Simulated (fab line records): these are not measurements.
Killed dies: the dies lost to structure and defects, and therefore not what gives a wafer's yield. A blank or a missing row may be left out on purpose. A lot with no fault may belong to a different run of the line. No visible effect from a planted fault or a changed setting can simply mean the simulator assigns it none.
Comparing a struck lot with a sound one -- flow n5Finfet -- 21 out of 1938 route steps
Sound: wafers L890.1, L890.4, L890.6. Wafers L879.1, L879.3, L879.6 were the ones struck. The cause is named last.
Order at every step that has rows: each side's tool, ch and its chambers, its first start. Under that, the readings that differ: sound wafers -- struck wafers -- difference of the means -- sigmas: that difference in standard deviations of wafers without a fault.
alike: readings with means less than 2 such deviations apart, plus words and numbers identical on both sides. not compared: withheld readings, readings lacking a value on some wafer, bounds such as >300 that could conceal the same value, and numbers that have no deviation in the record and whose values overlap.
Wherever a step has rows on one side only, a row that says differs or no value, or a row with sigmas, the two part there. Numbers that have no deviation but don't overlap get no sigmas and don't part them. Lack of a reading on every wafer of one side parts them only where that side has two or more wafers.

first, 3 steps without rows for these wafers: N5_BEOL_M0_ALD_136 (deposits TaN, pulse time 2 s, purge time 3 s, co reactant purge time 2 s); N5_BEOL_M0_SURFACE_TREAT_137; N5_BEOL_M0_CVD_115 (deposits Co from CCTBA/H2, time 120 s).
N5_BEOL_M0_SPUTTER_116: material Cu, target thk 4 nm, time 7.37 s.
  sound: pvdSputter-01 at day 9 22:01; struck: pvdSputter-03 at day 7 11:42
  alike: throttleValvePct
N5_BEOL_M0_ANNEAL_117: time 60 s.
  sound: pvdSputter-01 at day 9 22:05; struck: pvdSputter-03 at day 7 11:47
  alike: heaterPowerW
then, 2 steps without rows for these wafers: N5_BEOL_M0_SPUTTER_132 (material Cu, target thk 4 nm, time 7.37 s); N5_BEOL_M0_ANNEAL_133 (time 60 s).
N5_BEOL_M0_SPUTTER_134: material Cu, target thk 4 nm, time 7.37 s.
  sound: pvdSputter-01 at day 9 22:15; struck: pvdSputter-03 at day 7 11:56
  alike: throttleValvePct
N5_BEOL_M0_ANNEAL_135: time 60 s.
  sound: pvdSputter-01 at day 9 22:20; struck: pvdSputter-03 at day 7 12:01
  alike: heaterPowerW
then, 3 steps without rows for these wafers: N5_BEOL_M0_SPUTTER_141 (material Cu, target thk 4 nm, time 7.37 s); N5_BEOL_M0_ECD_118 (material Cu, target thk 300 nm); N5_BEOL_M0_ANNEAL_119 (time 90 s).
N5_BEOL_M0_CMP_120: polishes, stops on SiOC, t overpolish 6.9 s.
  sound on cmp-02 ch 1,3, day 9 22:52; struck on cmp-02 ch 0,1,3, day 7 12:38
  no value came back on the struck wafers for any of 5 readings (barrierFieldEndpointS (s), clearingPlatenDownForcePsi (psi) and others); on the sound wafers barrierFieldEndpointS (s) reads 3.78 3.65 3.53
reading,sound,struck,difference,sigmas
model.SiOC_of_BEOL_M0_SAQP_ILD_DEP_01.thkNm (nm),38.6 39.4 39.2,41.8 42.6 43.2,+3.5,
  not compared: padLifeWafers
then, 1 step without rows for these wafers: N5_BEOL_M0_PRE_CLEAN_131 (time 15 s).
N5_BEOL_M0_CO_CAP_123: material Co, precursor CCTBA/H2, target thk 2 nm, time 102.1 s.
  sound on cvdCo-02 ch 0,1, day 9 23:14; struck on cvdCo-02 ch 0,1,2, day 7 12:56
  alike: heaterPowerW
then, 2 steps without rows for these wafers: N5_BEOL_M0_PRE_CLEAN_124 (time 15 s); N5_BEOL_M0_DEP_125 (deposits SiCN from 3MS/NH3, target thk 8 nm, time 14 s).
N5_BEOL_M0_RS_MEAS_126: uses a four-point probe to measure.
  sound: filmMetro-01 at day 9 23:25; struck: filmMetro-02 at day 7 13:07
reading,sound,struck,difference,sigmas
M0_RS (ohm/sq),0.541 0.547 0.533,0.064 0.063 0.063,-0.477,-28
N5_BEOL_M0_INSPECT_127: inspects for defects (darkfield).
  sound: defectInspect-02 at day 9 23:27; struck: defectInspect-01 at day 7 13:08
reading,sound,struck,difference,sigmas
rawDefectCount,116 96 63,3593 3640 3476,+3478,+99 or more
N5_BEOL_M4_RC_MEAS_101:
  the record has rows for the sound wafers here (prober-01 ch 0, day 12 01:52) and none for the struck ones
-- a jump in the record: the struck wafers' starts before and after are 7 days apart (it breaks off in module BEOL_M4 and resumes in module PASSIVATION, where the first step shown is number 1936 of the route) --
N5_PASSIVATION_PROBE_49:
  sound: prober-01 at day 16 11:30; struck: prober-01 at day 14 08:52
reading,sound,struck,difference,sigmas
defectLimitedYield (%),92.0 92.7 92.2,0 0 0,-92,-66
killed_at_M0_to_M3,35 30 40,1124 1115 1115,+1083,+99 or more
killedDies,94 86 92,1180 1180 1180,+1089,+68
killedOnRim,12 9 14,152 152 152,+140,+34
sortNPass,1086 1094 1088,0 0 0,-1089,-64
sortYieldPct (%),92.0 92.7 92.2,0 0 0,-92,-62
  alike: killed_at_M4_up, killedAtContacts, killedAtFrontEnd, killedAtOther, killedOpen, killedShort, sort_bin_4_leakage, sort_bin_5_function, sort_bin_6_memory, sort_bin_8_speed

== WHERE THEY PART ==
At N5_BEOL_M0_CMP_120 first; at N5_PASSIVATION_PROBE_49 last (within this record only).

WHY: what had been put in by the simulator
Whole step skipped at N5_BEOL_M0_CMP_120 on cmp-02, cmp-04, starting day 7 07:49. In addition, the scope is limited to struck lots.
